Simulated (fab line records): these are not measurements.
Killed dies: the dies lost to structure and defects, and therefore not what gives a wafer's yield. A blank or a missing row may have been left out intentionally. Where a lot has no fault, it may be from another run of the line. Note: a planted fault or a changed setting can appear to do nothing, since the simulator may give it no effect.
Matching of chambers :: flow n5-finfet :: 4 sister chambers for N5_BEOL_M4_ETCH_69 on rie-diel-03
The step etches SiARC in CF4, target depth 15.6 nm, time 26 s. 8 wafers are shown with their chamber, then 8 later ones without.

## WAFERS, EACH WITH ITS CHAMBER
wafer: L076.5
chamber: 2
showerhead-plenum-p-Torr (Torr): 2.15
throttle-valve-pct (%): 15.47

wafer: L080.1
chamber: 3
showerhead-plenum-p-Torr (Torr): 2.04
throttle-valve-pct (%): 15.85

wafer: L080.4
chamber: 0
showerhead-plenum-p-Torr (Torr): 2.05
throttle-valve-pct (%): 15.55

wafer: L080.5
chamber: 1
showerhead-plenum-p-Torr (Torr): 2.11
throttle-valve-pct (%): 15.88

wafer: L081.1
chamber: 3
showerhead-plenum-p-Torr (Torr): 2.04
throttle-valve-pct (%): 15.88

wafer: L081.4
chamber: 0
showerhead-plenum-p-Torr (Torr): 2.05
throttle-valve-pct (%): 15.54

wafer: L081.5
chamber: 1
showerhead-plenum-p-Torr (Torr): 2.11
throttle-valve-pct (%): 15.87

wafer: L085.3
chamber: 2
showerhead-plenum-p-Torr (Torr): 2.14
throttle-valve-pct (%): 15.51

## WAFERS MISSING THEIR CHAMBER
wafer: L085.4
showerhead-plenum-p-Torr (Torr): 2.05
throttle-valve-pct (%): 15.58

wafer: L085.5
showerhead-plenum-p-Torr (Torr): 2.04
throttle-valve-pct (%): 15.89

wafer: L086.3
showerhead-plenum-p-Torr (Torr): 2.04
throttle-valve-pct (%): 15.90

wafer: L086.5
showerhead-plenum-p-Torr (Torr): 2.05
throttle-valve-pct (%): 15.58

wafer: L086.6
showerhead-plenum-p-Torr (Torr): 2.04
throttle-valve-pct (%): 15.91

wafer: L092.1
showerhead-plenum-p-Torr (Torr): 2.04
throttle-valve-pct (%): 15.59

wafer: L092.2
showerhead-plenum-p-Torr (Torr): 2.13
throttle-valve-pct (%): 15.55

wafer: L092.4
showerhead-plenum-p-Torr (Torr): 2.04
throttle-valve-pct (%): 15.58

## WHICH CHAMBER EACH WENT THROUGH
wafer: L085.4
from the rows above: 0
in truth: 0

wafer: L085.5
from the rows above: 3
in truth: 3

wafer: L086.3
from the rows above: 3
in truth: 3

wafer: L086.5
from the rows above: 0
in truth: 0

wafer: L086.6
from the rows above: 3
in truth: 3

wafer: L092.1
from the rows above: 0
in truth: 0

wafer: L092.2
from the rows above: 2
in truth: 2

wafer: L092.4
from the rows above: 0
in truth: 0
Correctly placed: 8 of 8. Not placeable from these rows: 0. Number placed wrongly: 0.
How it was worked out, from the rows above alone: a wafer's distance from a chamber is the root of the sum, over the readings, of the square of ((its reading less the chamber's mean) divided by the reading's scatter). If the next closest chamber is less than 2 further off than the closest, the wafer can't be placed; otherwise it belongs to the closest. A chamber's mean is the mean of its shown wafers. How the scatter is found: for the shown wafers, subtract from each reading the mean of its chamber, square and add these, divide the total by (wafers less chambers), then take the root.
